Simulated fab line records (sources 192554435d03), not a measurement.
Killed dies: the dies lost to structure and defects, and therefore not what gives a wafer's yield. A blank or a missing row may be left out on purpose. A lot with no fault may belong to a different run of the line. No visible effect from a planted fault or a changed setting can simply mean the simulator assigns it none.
Chamber matching || flow n5-finfet || rie-diel-02 running N5_GATE_CUT_ETCH_28: 4 sister chambers
The step etches underlayer in N2/H2, target depth 13 nm, time 10.4 s. 4 wafers are shown with their chamber, then 9 later ones without.

## EACH WAFER AND ITS CHAMBER
{"wafer": "L084.2", "chamber": 1, "throttle-valve-pct (%)": 17.67}
{"wafer": "L084.6", "chamber": 2, "throttle-valve-pct (%)": 17.68}
{"wafer": "L086.4", "chamber": 3, "throttle-valve-pct (%)": 18.21}
{"wafer": "L086.6", "chamber": 0, "throttle-valve-pct (%)": 17.46}

## WAFERS WHOSE CHAMBER IS MISSING
{"wafer": "L090.2", "throttle-valve-pct (%)": 17.67}
{"wafer": "L090.4", "throttle-valve-pct (%)": 17.48}
{"wafer": "L090.5", "throttle-valve-pct (%)": 18.22}
{"wafer": "L092.1", "throttle-valve-pct (%)": 18.21}
{"wafer": "L092.4", "throttle-valve-pct (%)": 17.69}
{"wafer": "L092.6", "throttle-valve-pct (%)": 18.21}
{"wafer": "L096.4", "throttle-valve-pct (%)": 17.27}
{"wafer": "L096.5", "throttle-valve-pct (%)": 18.22}
{"wafer": "L096.6", "throttle-valve-pct (%)": 17.48}

## EACH ONE'S CHAMBER
{"wafer": "L090.2", "from the rows above": "can't be placed: 1 or 2", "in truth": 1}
{"wafer": "L090.4", "from the rows above": 0, "in truth": 0}
{"wafer": "L090.5", "from the rows above": 3, "in truth": 3}
{"wafer": "L092.1", "from the rows above": 3, "in truth": 3}
{"wafer": "L092.4", "from the rows above": "can't be placed: 2 or 1", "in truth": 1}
{"wafer": "L092.6", "from the rows above": 3, "in truth": 3}
{"wafer": "L096.4", "from the rows above": 0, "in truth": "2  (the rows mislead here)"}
{"wafer": "L096.5", "from the rows above": 3, "in truth": 3}
{"wafer": "L096.6", "from the rows above": 0, "in truth": 0}
Correctly placed: 6 of 9. These rows do not allow placing 2 (true chamber among the candidates in 2). Wrongly placed: 1.
How it was worked out, from the rows above alone: a wafer's distance from a chamber is the root of the sum, over the readings, of the square of ((its reading less the chamber's mean) divided by the reading's scatter). The wafer belongs to the nearest chamber; if the next one is less than 2 further off, it can't be placed. For every chamber, the mean is computed from those of its wafers that are shown. The scatter: root of mean squared gap, hidden wafer to nearest shown wafer, with one shown wafer a chamber.
